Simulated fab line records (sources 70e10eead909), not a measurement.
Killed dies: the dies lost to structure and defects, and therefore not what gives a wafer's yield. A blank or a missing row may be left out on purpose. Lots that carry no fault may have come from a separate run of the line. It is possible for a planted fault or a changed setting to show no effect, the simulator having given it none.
Which of the tools did it? | flow nand harc | 7 lots with 20 wafers sampled at 5 steps, on a route of 1159 steps

== WHAT EACH GAUGE READ, for each wafer ==
NHARC_END_SORT_01.
lot  | measured     | on        | killed at array
L838 | day 25 21:56 | prober-01 | 26 29 24
L843 | day 26 23:06 | prober-02 | 16 22
L853 | day 27 19:00 | prober-01 | 44 52 41
L852 | day 27 22:31 | prober-02 | 32 25 26

== EACH LOT AND THE TOOL THAT RAN IT (in order: tool; ch and the chambers of the sampled wafers; start) ==
lot  | NHARC_A_WL_FILL_ALD_00           | NHARC_A_WL_FILL_ALD_10           | NHARC_A_WL_FILL_ETCHBACK_26      | NHARC_A_WL_FILL_CMP_12
L836 | ald hk-01 ch 0,2,3, day 17 12:19 | ald hk-03 ch 0,3, day 18 07:10   | rie si-06 ch 0,2,3, day 18 20:25 | cmp-03 ch 0,2,3, day 19 09:04
L838 | ald hk-04 ch 0,1,2, day 18 03:29 | ald hk-03 ch 0,1, day 18 20:41   | rie si-05 ch 1,2,3, day 19 06:50 | cmp-03 ch 0,2,3, day 20 00:41
L837 | ald hk-04 ch 2,3, day 18 07:54   | ald hk-03 ch 1,2, day 19 01:46   | rie si-03 ch 0,1,2, day 19 11:22 | cmp-03 ch 0,3, day 20 07:55
L843 | ald hk-03 ch 0,1, day 18 20:22   | ald hk-04 ch 2,3, day 19 15:39   | rie si-06 ch 2,3, day 20 01:38   | cmp-04 ch 0,1, day 21 11:54
L853 | ald hk-04 ch 0,1, day 19 13:02   | ald hk-03 ch 0,1,3, day 20 23:47 | rie si-03 ch 1,3, day 21 09:41   | cmp-03 ch 1,2,3, day 22 15:23
L852 | ald hk-01 ch 2,3, day 19 18:17   | ald hk-03 ch 1,2,3, day 21 05:31 | rie si-05 ch 1,3, day 21 15:14   | cmp-03 ch 0,1,3, day 22 19:32
L854 | ald hk-04 ch 0,1, day 20 15:33   | ald hk-01 ch 0,1,3, day 22 06:23 | rie si-03 ch 0,1, day 22 16:37   | cmp-01 ch 1,2, day 23 20:36
- NHARC_A_WL_FILL_ALD_00: deposits Al2O3, target thk 3 nm, pulse time 3 s, ald cycles 30.
- NHARC_A_WL_FILL_ALD_10: deposits SiO2, target thk 50 nm, pulse time 10 s, ald cycles 500.
- NHARC_A_WL_FILL_ETCHBACK_26: etches the open film in HBr, target depth 52 nm, time 13.3 s.
- NHARC_A_WL_FILL_CMP_12: polishes, t overpolish 30 s, target thk 75 nm.

== THE ANSWER, worked out from the rows above alone ==
Rule: usual is defined by the lots themselves. The widest of any qualifying gaps counts: lots, ordered by their means at a reading, are off when they make up no more than a third of the lots, leave a main group of 4 or more, and stand apart from it by 3 or more times the standard deviation of that group's means. If all means in a main group match to the digits the tables above print for the reading, that group is not used. Also off: a lot with no number at a reading for which 4 or more lots have one. Any other lot the step has rows for is counted as sound.
No lot is off at any reading shown: from this, nothing can be told.

== WHAT WAS PUT IN BY THE SIMULATOR ==
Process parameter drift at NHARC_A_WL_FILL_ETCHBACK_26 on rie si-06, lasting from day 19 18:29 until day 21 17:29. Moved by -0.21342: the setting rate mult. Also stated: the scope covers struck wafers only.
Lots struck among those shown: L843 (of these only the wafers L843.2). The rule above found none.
